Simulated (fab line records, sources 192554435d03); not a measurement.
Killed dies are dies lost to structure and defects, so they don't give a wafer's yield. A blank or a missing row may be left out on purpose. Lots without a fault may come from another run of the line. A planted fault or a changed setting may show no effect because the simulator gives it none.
Which tool did it? | flow n5_finfet | 11 lots, 33 wafers sampled, at 4 steps of a route of 1938

WHAT THE GAUGES READ, wafer by wafer
N5_PASSIVATION_CD_MEAS_44: target cd 40000 nm. Usual: cd_nm 39999 nm, standard deviation 4.1.
lot  | measured     | on        | cd_nm (nm)        | flag
L175 | day 13 06:28 | cd_sem-03 | 40006 40006 40000 |
L177 | day 13 03:23 | cd_sem-01 | 40000 39998 39994 |
L178 | day 13 19:26 | cd_sem-02 | 39993 39996 39996 |
L179 | day 13 13:13 | cd_sem-01 | 39997 39998 39997 |
L180 | day 15 06:50 | cd_sem-02 | 39995 40002 39997 |
L181 | day 14 23:21 | cd_sem-03 | 39995 39998 39998 |
L185 | day 15 07:15 | cd_sem-02 | 40006 39998 40004 |
L188 | day 17 04:44 | cd_sem-03 | 40007 40000 40002 |
L192 | day 18 08:44 | cd_sem-03 | 39994 39997 39994 |
L193 | day 19 00:17 | cd_sem-03 | 39998 39999 39999 |
L194 | day 18 22:56 | cd_sem-03 | 40002 39998 40001 |

N5_PASSIVATION_OVL_MEAS_66. Usual: PASS_OPEN_OVL -4 nm, standard deviation 5.5.
lot  | measured     | on         | PASS_OPEN_OVL (nm) | flag
L175 | day 13 06:29 | overlay-02 | 2 2 3              |
L177 | day 13 03:25 | overlay-02 | -7 4 -1            |
L178 | day 13 19:28 | overlay-02 | -6 -5 -4           |
L179 | day 13 13:15 | overlay-01 | -1 1 -1            |
L180 | day 15 06:52 | overlay-01 | 0 4 1              |
L181 | day 14 23:23 | overlay-01 | 6 -8 1             |
L185 | day 15 07:17 | overlay-01 | 5 0 3              |
L188 | day 17 04:46 | overlay-01 | -8 -4 -3           |
L192 | day 18 08:46 | overlay-01 | -9 -4 -4           |
L193 | day 19 00:19 | overlay-01 | -9 1 -2            |
L194 | day 18 22:58 | overlay-01 | -4 -11 -2          |

WHICH TOOL RAN EACH LOT (tool, then ch and the chambers of the sampled wafers, then the start)
lot  | N5_BEOL_M1_HM_DEP_02         | N5_PASSIVATION_VIA_ETCH_13
L175 | pvd_sputter-03, day 6 15:37  | rie_diel-05 ch 0,2,3, day 13 03:22
L177 | pvd_sputter-02, day 6 22:29  | rie_diel-06 ch 1,2,3, day 13 00:05
L178 | pvd_sputter-02, day 7 03:20  | rie_diel-05 ch 1,3, day 13 16:17
L179 | pvd_sputter-02, day 7 12:25  | rie_diel-06 ch 0,1,3, day 13 09:15
L180 | pvd_sputter-03, day 7 19:36  | rie_diel-05 ch 0,1, day 15 03:46
L181 | pvd_sputter-02, day 8 04:31  | rie_diel-06 ch 1,2, day 14 19:50
L185 | pvd_sputter-03, day 9 02:19  | rie_diel-02 ch 0,2,3, day 15 03:56
L188 | pvd_sputter-03, day 9 17:08  | rie_diel-02 ch 0,1,3, day 17 01:24
L192 | pvd_sputter-02, day 10 08:52 | rie_diel-05 ch 0,2,3, day 18 05:18
L193 | pvd_sputter-02, day 10 23:25 | rie_diel-02 ch 0,1,2, day 18 21:04
L194 | pvd_sputter-01, day 11 07:44 | rie_diel-05 ch 0,1,3, day 18 17:19
- N5_BEOL_M1_HM_DEP_02: deposits TiN, target thk 20 nm.
- N5_PASSIVATION_VIA_ETCH_13: etches SiO2 in CHF3/O2, target depth 660 nm, time 330 s.

WHAT THE TOOLS THEMSELVES READ (means of the sampled wafers that have a number; where no wafer has one, the mark that the record gives instead)
N5_BEOL_M1_HM_DEP_02. Usual: throttle_valve_pct 29.3 %, standard deviation 1.1.
lot  | tool           | throttle_valve_pct (%) | flag
L175 | pvd_sputter-03 | 29.5                   |
L177 | pvd_sputter-02 | 29.3                   |
L178 | pvd_sputter-02 | 29.1                   |
L179 | pvd_sputter-02 | 29.2                   |
L180 | pvd_sputter-03 | 29.6                   |
L181 | pvd_sputter-02 | 29.3                   |
L185 | pvd_sputter-03 | 29.2                   |
L188 | pvd_sputter-03 | 29.6                   |
L192 | pvd_sputter-02 | 29.7                   |
L193 | pvd_sputter-02 | 29.3                   |
L194 | pvd_sputter-01 | 29.8                   |

N5_PASSIVATION_VIA_ETCH_13. Usual: drypump_motor_current_A 6.0 A, standard deviation 0.5; etch_rf_on_time_s 235 s, standard deviation 6.6; mfc_ar_sccm 200.1 sccm, standard deviation 0.58; oes_product_au 0.71 a.u., standard deviation 0.093; rf_vpp_V 525 V, standard deviation 9.5; showerhead_plenum_p_Torr 2.39 Torr, standard deviation 0.075; throttle_valve_pct 18.87 %, standard deviation 0.28.
lot  | tool        | drypump_motor_current_A (A) | etch_rf_on_time_s (s) | mfc_ar_sccm (sccm) | oes_product_au (a.u.) | rf_vpp_V (V) | showerhead_plenum_p_Torr (Torr) | throttle_valve_pct (%) | flag
L175 | rie_diel-05 | 6.0                         | 237                   | 200.1              | 0.75                  | 519          | 2.40                            | 18.67                  |
L177 | rie_diel-06 | 6.0                         | 234                   | 200.1              | 0.64                  | 534          | 2.36                            | 18.94                  |
L178 | rie_diel-05 | 5.5                         | 244                   | 200.5              | 0.61                  | 524          | 2.33                            | 19.19                  |
L179 | rie_diel-06 | 5.9                         | 231                   | 200.2              | 0.69                  | 533          | 2.41                            | 18.79                  |
L180 | rie_diel-05 | 5.9                         | 238                   | 200.8              | 0.71                  | 528          | 2.39                            | 18.72                  |
L181 | rie_diel-06 | 6.1                         | 233                   | 199.6              | 0.74                  | 534          | 2.38                            | 18.66                  |
L185 | rie_diel-02 | 6.2                         | 233                   | 200.4              | 0.73                  | 523          | 2.35                            | 19.00                  |
L188 | rie_diel-02 | 6.3                         | 240                   | 200.0              | 0.62                  | 526          | 2.38                            | 19.11                  |
L192 | rie_diel-05 | 5.9                         | 233                   | 200.1              | 0.78                  | 519          | 2.39                            | 18.61                  |
L193 | rie_diel-02 | 6.0                         | 233                   | 199.8              | 0.68                  | 526          | 2.40                            | 19.01                  |
L194 | rie_diel-05 | 5.6                         | 233                   | 199.2              | 0.82                  | 528          | 2.46                            | 18.73                  |

THE ANSWER, worked out from the rows above alone
Rule: a lot is off if the mean of its wafers that have a number lies more than 3 standard deviations from the usual mean. A lot without any number at a reading at which 4 lots or more have one is off too. The other lots that the step has rows for count as sound. The gauges are gone through in route order, then the tools' own readings, and for those a lot's mean is taken as printed above. The first step at which some lot is off is used, and at that step the reading that is off furthest; a lot without a number counts as furthest.
No lot is off at any reading shown: from this, nothing can be told.

WHAT THE SIMULATOR HAD PUT IN
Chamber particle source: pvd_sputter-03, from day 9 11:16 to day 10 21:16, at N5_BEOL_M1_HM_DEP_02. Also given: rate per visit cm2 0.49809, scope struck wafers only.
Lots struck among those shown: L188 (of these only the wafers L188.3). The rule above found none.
